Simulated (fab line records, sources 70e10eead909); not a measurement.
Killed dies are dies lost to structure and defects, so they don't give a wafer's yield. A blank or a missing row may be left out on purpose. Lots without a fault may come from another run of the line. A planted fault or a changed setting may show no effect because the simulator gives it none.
Chamber matching | flow nand_harc | NHARC_P_M0_ETCH_34 on rie_diel-04: 4 sister chambers
The step etches the open film in N2/H2, target depth 40 nm, overetch 12 nm, time 43.94 s. 14 wafers are shown with their chamber, then 7 later ones without.

WAFERS WITH THEIR CHAMBER
wafer  | chamber | showerhead_plenum_p_Torr (Torr) | drypump_motor_current_A (A) | rf_vpp_V (V)
L079.1 | 1       | 1.91                            | 6.0                         | 424.4
L079.4 | 0       | 2.02                            | 5.3                         | 430.5
L079.5 | 3       | 2.20                            | 6.1                         | 435.0
L081.3 | 2       | 1.89                            | 6.3                         | 425.9
L081.4 | 3       | 2.19                            | 6.0                         | 433.6
L081.5 | 1       | 1.91                            | 6.0                         | 426.7
L083.1 | 0       | 2.02                            | 5.3                         | 430.5
L083.2 | 1       | 1.91                            | 6.0                         | 425.3
L083.3 | 3       | 2.19                            | 6.0                         | 434.7
L084.2 | 2       | 1.88                            | 6.3                         | 425.8
L084.3 | 0       | 2.02                            | 5.3                         | 429.1
L084.6 | 0       | 2.02                            | 5.3                         | 429.3
L086.2 | 1       | 1.90                            | 6.0                         | 426.1
L086.5 | 1       | 1.90                            | 6.0                         | 426.2

SIGNATURES (means of the wafers above)
reading                  | chamber 0 | chamber 1 | chamber 2 | chamber 3 | scatter within a chamber
showerhead_plenum_p_Torr | 2.0200    | 1.9060    | 1.8850    | 2.1933    | 0.00486
drypump_motor_current_A  | 5.300     | 6.000     | 6.300     | 6.033     | 0.0258
rf_vpp_V                 | 429.850   | 425.740   | 425.850   | 434.433   | 0.778
Rule: a wafer's distance from a chamber is the root of the sum, over the readings, of the square of ((its reading less the chamber's mean) divided by the reading's scatter). The wafer belongs to the nearest chamber; if the next one is less than 2 further off, it can't be placed. The scatter: the root of (the sum of the squares of (reading less its chamber's mean) over the shown wafers, divided by (wafers less chambers)).

WAFERS WITHOUT THEIR CHAMBER
wafer  | showerhead_plenum_p_Torr (Torr) | drypump_motor_current_A (A) | rf_vpp_V (V)
L086.6 | 1.88                            | 6.3                         | 425.7
L096.1 | 2.00                            | 5.3                         | 430.9
L096.4 | 2.17                            | 6.1                         | 434.3
L096.5 | 2.17                            | 6.1                         | 434.7
L097.1 | 2.00                            | 5.3                         | 429.1
L097.3 | 1.89                            | 6.0                         | 426.5
L097.5 | 1.87                            | 6.3                         | 424.9

WHICH CHAMBER EACH WENT THROUGH
wafer  | from the rows above | in truth
L086.6 | 2                   | 2
L096.1 | 0                   | 0
L096.4 | 3                   | 3
L096.5 | 3                   | 3
L097.1 | 0                   | 0
L097.3 | 1                   | 1
L097.5 | 2                   | 2
Placed correctly: 7 of 7. Can't be placed from these rows: 0. Placed wrongly: 0.
